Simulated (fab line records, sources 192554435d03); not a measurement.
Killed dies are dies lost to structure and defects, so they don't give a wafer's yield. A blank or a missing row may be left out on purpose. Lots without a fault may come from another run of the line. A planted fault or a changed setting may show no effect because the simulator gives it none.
A struck lot beside a sound one | flow n5_finfet | 40 steps out of a route of 1938
Sound: wafers L952.1, L952.3, L952.6. Struck: wafer L953.6. (L953.1, L953.4 of the same lot were not struck and are left out.) The cause comes at the end.
At each step with rows: each side's tool, then ch and its chambers, then its first start. Under that, the readings that differ: sound wafers | struck wafers | difference of the means | sigmas: that difference in standard deviations of wafers without a fault.
alike: readings whose means differ by less than 2 such deviations, and words and numbers that are the same on both sides. not compared: withheld readings, readings that some wafer has no value for, bounds like >300 that may hide the same value, and numbers for which the record gives no deviation and whose values overlap.
The two part at a step that has a row with sigmas, a row that says differs or no value, or rows on one side only. Numbers that don't overlap but have no deviation are shown without sigmas and don't part them. A reading that every wafer of one side lacks parts them only if that side has two wafers or more.

first, 10 steps without rows for these wafers: N5_PMOS_HMC_CHANNEL_EPI_PRECLEAN_37 (cleans in O3/DIW, time 45 s); N5_PMOS_HMC_CHANNEL_EPI_PRECLEAN_24 (cleans in DHF, time 30 s); N5_PMOS_HMC_CHANNEL_EPI_SRD_25 (time 30 s); N5_PMOS_HMC_CHANNEL_EPI_EPI_26 (deposits Si from SiH4/H2, target thk 3.8 nm, time 22.7 s); N5_FIN_SAQP_PRECLEAN_42 (cleans in O3/DIW, time 60 s); N5_FIN_SAQP_PRECLEAN_00 (cleans in SC1, time 60 s); N5_FIN_SAQP_PRECLEAN_44 (cleans in SC2, time 45 s); N5_FIN_SAQP_SRD_01 (time 30 s); N5_FIN_SAQP_ALD_61 (deposits SiO2, target thk 4 nm, pulse time 1 s, purge time 2 s); N5_FIN_SAQP_DENSIFY_62 (time 60 s).
N5_FIN_SAQP_HM_DEP_03: deposits SiNx from SiH4/NH3/N2, target thk 38 nm, time 33.6 s.
  sound on pecvd-03 ch 0,2, day 6 03:24; struck on pecvd-02 ch 0, day 6 09:08
  alike: heater_power_w, showerhead_plenum_p_Torr, throttle_valve_pct
then, 24 steps without rows for these wafers: N5_FIN_SAQP_PECVD_47 (deposits a-Si from SiH4/He, target thk 45 nm, time 36.3 s); N5_FIN_SAQP_PECVD_48 (deposits SiNx from SiH4/NH3/N2, target thk 25 nm, time 22.1 s); N5_FIN_SAQP_PECVD_06 (deposits a-Si from SiH4/He, target thk 60 nm, time 48.1 s); N5_FIN_SAQP_HM_DEP_72 (deposits SiO2 from SiH4/N2O, target thk 12 nm, time 7.2 s); N5_FIN_SAQP_COAT_49 (time 60 s, resist thk 100 nm); N5_FIN_SAQP_COAT_50 (time 60 s, resist thk 35 nm); N5_FIN_SAQP_COAT_10 (resist thk 90 nm); N5_FIN_SAQP_EBR_12; N5_FIN_SAQP_SOFTBAKE_11 (time 60 s); N5_FIN_SAQP_EXPOSE_13 (exposes mask FIN CORE, target cd 35.6 nm); N5_FIN_SAQP_PEB_14 (peb time 60 s); N5_FIN_SAQP_DEVELOP_15 (develop time 30 s); N5_FIN_SAQP_DESCUM_21 (chemistry O2, time 7.9 s); N5_FIN_SAQP_ETCH_51 (etches SiARC in CF4, target depth 45.5 nm, time 75.8 s); N5_FIN_SAQP_ETCH_52 (etches SOC in N2/H2, target depth 100 nm, overetch 20 nm, time 150 s); N5_FIN_SAQP_STRIP_53 (strips in N2/H2); N5_FIN_SAQP_HM_OPEN_73 (chemistry CHF3/O2, target SiO2, stops on a-Si, target depth 12 nm, time 16.8 s); N5_FIN_SAQP_STRIP_74 (strips in CHF3/O2); N5_FIN_SAQP_MANDREL_ETCH_22 (etches a-Si in HBr/Cl2, stops on SiNx, target depth 60 nm, bt time 10 s, time 30 s); N5_FIN_SAQP_STRIP_55 (strips in N2/H2); N5_FIN_SAQP_STRIP_23 (strips in SPM, time 750 s); N5_FIN_SAQP_SRD_66 (time 30 s); N5_FIN_SAQP_RECESS_75 (chemistry HF/NH3, target SiO2, target depth 14.4 nm, afs cycles 3, sublimation time 60 s); N5_FIN_SAQP_SPACER1_ALD_24 (deposits SiO2, target thk 20.3 nm, pulse time 1 s, purge time 2 s).
N5_FIN_SAQP_INSPECT_40: inspects for defects (brightfield).
  sound on defect_inspect-01, day 6 08:59; struck on defect_inspect-01, day 6 14:29
  reading          | sound       | struck | difference | sigmas
  raw_defect_count | 357 245 418 | 657    | +317       | +5
N5_FIN_CUT_INSPECT_10: inspects for defects (brightfield).
  sound on defect_inspect-01, day 6 09:22; struck on defect_inspect-01, day 6 15:00
  reading          | sound    | struck | difference | sigmas
  raw_defect_count | 68 44 75 | 413    | +351       | +27
N5_FIN_CUT_INSPECT_17: inspects for defects (brightfield).
  sound on defect_inspect-02, day 6 10:19; struck on defect_inspect-02, day 6 15:57
  reading          | sound       | struck | difference | sigmas
  raw_defect_count | 330 239 394 | 642    | +321       | +5
-- the record jumps here: 6 days lie between the struck wafers' starts before and after (it left off in module FIN_CUT and takes up again in module BEOL_M4, whose first step shown is number 1111 of the route) --
N5_BEOL_M4_RC_MEAS_101:
  sound on prober-01 ch 0, day 12 04:16; struck on prober-02 ch 0, day 12 06:26
  alike: DIBL_N, DIBL_P, IOFF_N, IOFF_P, ION_N, ION_P, SS_N, SS_P, VT_N, VT_P
-- the record jumps here: 4 days lie between the struck wafers' starts before and after (it left off in module BEOL_M4 and takes up again in module PASSIVATION, whose first step shown is number 1936 of the route) --
N5_PASSIVATION_PROBE_49:
  the record has rows for the struck wafers here (prober-01, day 16 14:43) and none for the sound ones

WHERE THEY PART
First at N5_FIN_SAQP_INSPECT_40; last, within this record, at N5_PASSIVATION_PROBE_49.

WHY: what the simulator had put in
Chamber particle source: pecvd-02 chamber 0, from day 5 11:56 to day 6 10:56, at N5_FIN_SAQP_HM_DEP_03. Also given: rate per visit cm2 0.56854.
